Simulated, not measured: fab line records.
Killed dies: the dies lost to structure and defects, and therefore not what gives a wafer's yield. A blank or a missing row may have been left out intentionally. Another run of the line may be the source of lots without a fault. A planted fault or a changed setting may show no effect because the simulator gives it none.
Chamber matching :: flow n5-finfet :: N5_BEOL_M8_DESCUM_33 on rie-diel-05: 4 sister chambers
The step chemistry O2, time 7 s. 4 wafers are shown with their chamber, then 12 later ones without.

== WAFERS WITH THEIR CHAMBER ==
wafer: L093.3
chamber: 2
drypump-motor-current-A (A): 5.8

wafer: L086.3
chamber: 1
drypump-motor-current-A (A): 5.1

wafer: L086.4
chamber: 0
drypump-motor-current-A (A): 6.4

wafer: L086.5
chamber: 3
drypump-motor-current-A (A): 5.3

== WAFERS MISSING THEIR CHAMBER ==
wafer: L095.1
drypump-motor-current-A (A): 5.8

wafer: L095.4
drypump-motor-current-A (A): 5.2

wafer: L095.6
drypump-motor-current-A (A): 5.3

wafer: L092.2
drypump-motor-current-A (A): 5.1

wafer: L092.5
drypump-motor-current-A (A): 5.1

wafer: L092.6
drypump-motor-current-A (A): 6.4

wafer: L094.1
drypump-motor-current-A (A): 5.1

wafer: L094.4
drypump-motor-current-A (A): 6.4

wafer: L094.6
drypump-motor-current-A (A): 6.4

wafer: L097.3
drypump-motor-current-A (A): 6.4

wafer: L097.4
drypump-motor-current-A (A): 5.9

wafer: L097.6
drypump-motor-current-A (A): 5.3

== WHICH CHAMBER EACH WENT THROUGH ==
wafer: L095.1
from the rows above: 2
in truth: 2

wafer: L095.4
from the rows above: can't be placed: 3 or 1
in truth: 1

wafer: L095.6
from the rows above: 3
in truth: 3

wafer: L092.2
from the rows above: 1
in truth: 1

wafer: L092.5
from the rows above: 1
in truth: 1

wafer: L092.6
from the rows above: 0
in truth: 0

wafer: L094.1
from the rows above: 1
in truth: 1

wafer: L094.4
from the rows above: 0
in truth: 0

wafer: L094.6
from the rows above: 0
in truth: 0

wafer: L097.3
from the rows above: 0
in truth: 0

wafer: L097.4
from the rows above: 2
in truth: 2

wafer: L097.6
from the rows above: 3
in truth: 3
Correct placement for 11 of the 12. These rows do not allow placing 1 (true chamber among the candidates in 1). 0 placed wrongly.
How it was worked out, from the rows above alone: a wafer's distance from a chamber is the root of the sum, over the readings, of the square of ((its reading less the chamber's mean) divided by the reading's scatter). If the next closest chamber is less than 2 further off than the closest, the wafer can't be placed; otherwise it belongs to the closest. Each chamber's mean is taken over the wafers shown for it. The scatter (one wafer shown for each chamber): square how far every hidden wafer sits from the nearest shown wafer, average those squares and take the square root.
